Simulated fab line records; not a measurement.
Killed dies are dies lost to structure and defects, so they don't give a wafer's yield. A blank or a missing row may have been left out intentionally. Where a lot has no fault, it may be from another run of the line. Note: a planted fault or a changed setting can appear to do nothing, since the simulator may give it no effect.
A lot that was struck, set against a sound lot / flow n5Finfet / 36 out of 1938 route steps
Sound: wafers L482.2, L482.3, L482.4. Struck: wafers L498.3, L498.4, L498.5. The cause is named last.
Order at every step that has rows: each side's tool, ch and its chambers, its first start. Under that, the readings that differ: sound wafers / struck wafers / difference of the means / sigmas: that difference in standard deviations of wafers without a fault.
alike: a reading whose means differ by less than 2 such deviations, as well as words and numbers matching on both sides. not compared: withheld readings; readings where some wafer has no value; bounds like >300 that might hide an equal value; numbers whose values overlap and for which the record gives no deviation.
Wherever a step has rows on one side only, a row that says differs or no value, or a row with sigmas, the two part there. Numbers that don't overlap but have no deviation are shown without sigmas and don't part them. A reading that every wafer of one side lacks parts them only if that side has two wafers or more.

first, 9 steps without rows for these wafers: N5_BEOL_M4_ANNEAL_95 (time 240 s); N5_BEOL_M4_SPUTTER_96 (material Cu, target thk 4.5 nm, time 8.29 s); N5_BEOL_M4_ECD_50 (material Cu, target thk 300 nm); N5_BEOL_M4_ANNEAL_51 (time 90 s); N5_BEOL_M4_CMP_52 (polishes, stops on SiOC, t overpolish 6.8 s, target thk 40 nm); N5_BEOL_M4_PRE_CLEAN_60 (time 15 s); N5_BEOL_M4_CO_CAP_55 (material Co, precursor CCTBA/H2, target thk 2 nm, time 102.1 s); N5_BEOL_M4_PRE_CLEAN_56 (time 15 s); N5_BEOL_M4_DEP_57 (deposits SiCN from 3MS/NH3, target thk 8 nm, time 14 s).
N5_BEOL_M4_RC_MEAS_101:
  sound on prober-02 ch 0, day 10 10:49; struck on prober-01 ch 0, day 14 20:13
  alike: DIBL_N, DIBL_P, IOFF_N, IOFF_P, ION_N, ION_P, SS_N, SS_P, VT_N, VT_P
then, 24 steps without rows for these wafers: N5_BEOL_M5_ILD_DEP_00 (deposits SiCOH lowk from DEMS/porogen, target thk 140.64 nm, time 25.9 s); N5_BEOL_M5_CURE_79 (cures SiCOH lowk, time 240 s); N5_BEOL_M5_PECVD_70 (deposits SiO2 from TEOS/O2, target thk 16 nm, time 18 s); N5_BEOL_M5_HM_DEP_02 (deposits TiN, target thk 20 nm); N5_BEOL_M5_COAT_59 (time 60 s, resist thk 60 nm); N5_BEOL_M5_COAT_60 (time 60 s, resist thk 12 nm); N5_BEOL_M5_COAT_71 (time 60 s, resist thk 5 nm); N5_BEOL_M5_COAT_05 (resist thk 30 nm); N5_BEOL_M5_EBR_07; N5_BEOL_M5_SOFTBAKE_06 (time 60 s); N5_BEOL_M5_EXPOSE_08 (exposes mask M5, target cd 28 nm); N5_BEOL_M5_PEB_09 (peb time 60 s); N5_BEOL_M5_DEVELOP_10 (develop time 30 s); N5_BEOL_M5_DESCUM_16 (chemistry O2, time 7 s); N5_BEOL_M5_ETCH_72 (etches underlayer in N2/H2, target depth 6.5 nm, time 5.2 s); N5_BEOL_M5_ETCH_61 (etches SiARC in CF4, target depth 15.6 nm, time 26 s); N5_BEOL_M5_ETCH_62 (etches SOC in N2/H2, target depth 75 nm, overetch 15 nm, time 112.5 s); N5_BEOL_M5_STRIP_63 (strips in N2/H2); N5_BEOL_M5_STRIP_73 (strips in N2/H2); N5_BEOL_M5_STRIP_64 (strips in CF4); N5_BEOL_M5_HM_OPEN_17 (chemistry Cl2/BCl3, target TiN, target depth 20 nm, overetch 6 nm); N5_BEOL_M5_STRIP_19 (strips in O2); N5_BEOL_M5_COAT_65 (time 60 s, resist thk 60 nm); N5_BEOL_M5_COAT_66 (time 60 s, resist thk 12 nm).
N5_BEOL_M7_PECVD_70: deposits SiO2 from TEOS/O2, target thk 20 nm, time 22.7 s.
  sound on pecvd-02 ch 0,1, day 11 07:29; struck on pecvd-02 ch 1,2, day 15 19:05
  no value came back on the struck wafers for any of 7 readings (chamberPressureTorr (Torr), heaterPowerOuterW (W) and others); on the sound wafers chamberPressureTorr (Torr) reads 5.487 5.521 5.520
-- the record jumps here: 3 days lie between the struck wafers' starts before and after (it left off in module BEOL_M7 and takes up again in module PASSIVATION, whose first step shown is number 1936 of the route) --
N5_PASSIVATION_PROBE_49:
  sound on prober-02 at day 14 11:25; struck on prober-01 at day 18 20:10
reading=defectLimitedYield (%); sound=88.3 90.8 89.2; struck=62.2 63.3 62.2; difference=-26.9; sigmas=-19
reading=killed_at_M4_up; sound=10 18 14; struck=349 347 360; difference=+338; sigmas=+61
reading=killedDies; sound=138 108 127; struck=446 433 446; difference=+317; sigmas=+19
reading=killedOnRim; sound=16 12 12; struck=118 14 114; difference=+69; sigmas=+16
reading=sort_bin_5_function (%); sound=6.4 5.1 5.7; struck=34.2 33.2 34.0; difference=+28.1; sigmas=+29
reading=sortNPass; sound=1042 1072 1053; struck=733 747 734; difference=-318; sigmas=-19
reading=sortYieldPct (%); sound=88.3 90.8 89.2; struck=62.1 63.3 62.2; difference=-26.9; sigmas=-19
  alike: killed_at_M0_to_M3, killedAtContacts, killedAtFrontEnd, killedAtOther, killedOpen, killedShort, sort_bin_4_leakage, sort_bin_6_memory

## WHERE THEY PART
Earliest at N5_BEOL_M7_PECVD_70; latest, in this record, at N5_PASSIVATION_PROBE_49.

WHY: what had been put in by the simulator
Beginning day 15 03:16, the whole step at N5_BEOL_M7_PECVD_70 was skipped on pecvd-02. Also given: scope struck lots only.
